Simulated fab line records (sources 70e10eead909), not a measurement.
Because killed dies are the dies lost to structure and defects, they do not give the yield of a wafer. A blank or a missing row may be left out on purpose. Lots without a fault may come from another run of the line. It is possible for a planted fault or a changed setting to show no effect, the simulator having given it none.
What tool caused it? + flow nand harc + 9 lots, 27 wafers sampled, at 5 steps of a route of 1302

WHAT THE GAUGES READ, wafer by wafer
NHARC_END_WLT_00.
| lot  | measured     | on        | VT_DECK1_BOTTOM                     |
|------|--------------|-----------|-------------------------------------|
| L701 | day 24 23:11 | prober-01 | 0.873 0.873 0.871                   |
| L706 | day 27 05:38 | prober-01 | 0.998 0.988 1.003 0.991 0.991 0.995 |
| L707 | day 27 05:39 | prober-02 | 1.000 0.999 1.002 0.999 0.995 1.007 |
| L714 | day 30 13:44 | prober-02 | 0.870 0.875 0.866                   |
| L715 | day 30 21:38 | prober-01 | 0.863 0.869 0.868                   |
| L717 | day 31 04:26 | prober-01 | 0.886 0.882 0.875                   |
| L716 | day 30 20:28 | prober-02 | 0.860 0.872 0.866                   |
| L722 | day 34 04:40 | prober-01 | 0.872 0.881 0.870                   |
| L723 | day 34 05:10 | prober-02 | 0.865 0.866 0.869                   |

TOOL THAT RAN EACH LOT (tool first, then ch and the chambers of the sampled wafers, then the start)
| lot  | NHARC_A_CHANNEL_HOLE_D1_ETCH_44    | NHARC_A_CHANNEL_HOLE_D1_XSEM_31 | NHARC_A_CHANNEL_FILL_D1_ETCHBACK_19 | NHARC_A_CHANNEL_FILL_D1_CVD_05   |
|------|------------------------------------|---------------------------------|-------------------------------------|----------------------------------|
| L701 | rie diel-10 ch 1,2, day 9 09:52    | xsem-02 ch 0, day 9 10:46       | rie si-02 ch 1,2, day 10 13:03      | lpcvd poly-01 ch 0, day 10 16:07 |
| L706 | rie diel-12 ch 0,3, day 11 14:17   | xsem-02 ch 0, day 11 15:17      | rie si-04 ch 1,2,3, day 12 17:08    | lpcvd poly-01 ch 0, day 12 19:44 |
| L707 | rie diel-10 ch 1,2,3, day 11 17:48 | xsem-01 ch 0, day 11 18:40      | rie si-06 ch 0,1,2, day 12 17:08    | lpcvd poly-01 ch 0, day 12 19:44 |
| L714 | rie diel-10 ch 0,2,3, day 15 04:06 | xsem-02 ch 0, day 15 04:59      | rie si-02 ch 0,2, day 16 05:40      | lpcvd poly-02 ch 0, day 16 08:36 |
| L715 | rie diel-07 ch 0,1,3, day 15 04:34 | xsem-01 ch 0, day 15 05:31      | rie si-06 ch 0,2,3, day 16 05:40    | lpcvd poly-02 ch 0, day 16 08:36 |
| L717 | rie diel-07 ch 0,1,2, day 15 15:18 | xsem-01 ch 0, day 15 16:13      | rie si-02 ch 0,1,2, day 16 16:40    | lpcvd poly-01 ch 0, day 16 19:17 |
| L716 | rie diel-10 ch 0,2,3, day 15 16:14 | xsem-02 ch 0, day 15 17:06      | rie si-06 ch 1,2, day 16 16:40      | lpcvd poly-01 ch 0, day 16 19:17 |
| L722 | rie diel-12 ch 0,2,3, day 18 03:19 | xsem-02 ch 0, day 18 04:18      | rie si-06 ch 2,3, day 19 04:47      | lpcvd poly-01 ch 0, day 19 07:47 |
| L723 | rie diel-10 ch 0,1,2, day 18 07:04 | xsem-01 ch 0, day 18 07:56      | rie si-04 ch 1,2, day 19 08:10      | lpcvd poly-02 ch 0, day 19 10:57 |
- NHARC_A_CHANNEL_HOLE_D1_ETCH_44: etches the open film in CF4/O2, target depth 140 nm, overetch 14 nm, time 77 s.
- NHARC_A_CHANNEL_HOLE_D1_XSEM_31
- NHARC_A_CHANNEL_FILL_D1_ETCHBACK_19: etches the open film in HBr/Cl2, target depth 5 nm, time 1.7 s.
- NHARC_A_CHANNEL_FILL_D1_CVD_05: deposits poly-Si, target thk 5 nm.

THE ANSWER, worked out from the rows above alone
Rule: usual is defined by the lots themselves. Put in order of their means at a reading, lots are off if they are a third of the lots or fewer, leave a main group of 4 or more, and stand apart from it by a gap of 3 or more times the standard deviation of the main group's means; of several such gaps the widest counts. If all means in a main group match to the digits the tables above print for the reading, that group is not used. Also off: a lot with no number at a reading for which 4 or more lots have one. The other lots that the step has rows for count as sound.
Off: L706, L707, at NHARC_END_WLT_00 (VT_DECK1_BOTTOM). Main group: mean 0.871, sd 0.005.
If a tool, at a process step before that reading, ran all the lots that are off and no sound lot after the first of them, it fits. Those tools and the gauges at NHARC_END_WLT_00 are tried in the same way. None of those tried fits.

WHAT THE SIMULATOR HAD PUT IN
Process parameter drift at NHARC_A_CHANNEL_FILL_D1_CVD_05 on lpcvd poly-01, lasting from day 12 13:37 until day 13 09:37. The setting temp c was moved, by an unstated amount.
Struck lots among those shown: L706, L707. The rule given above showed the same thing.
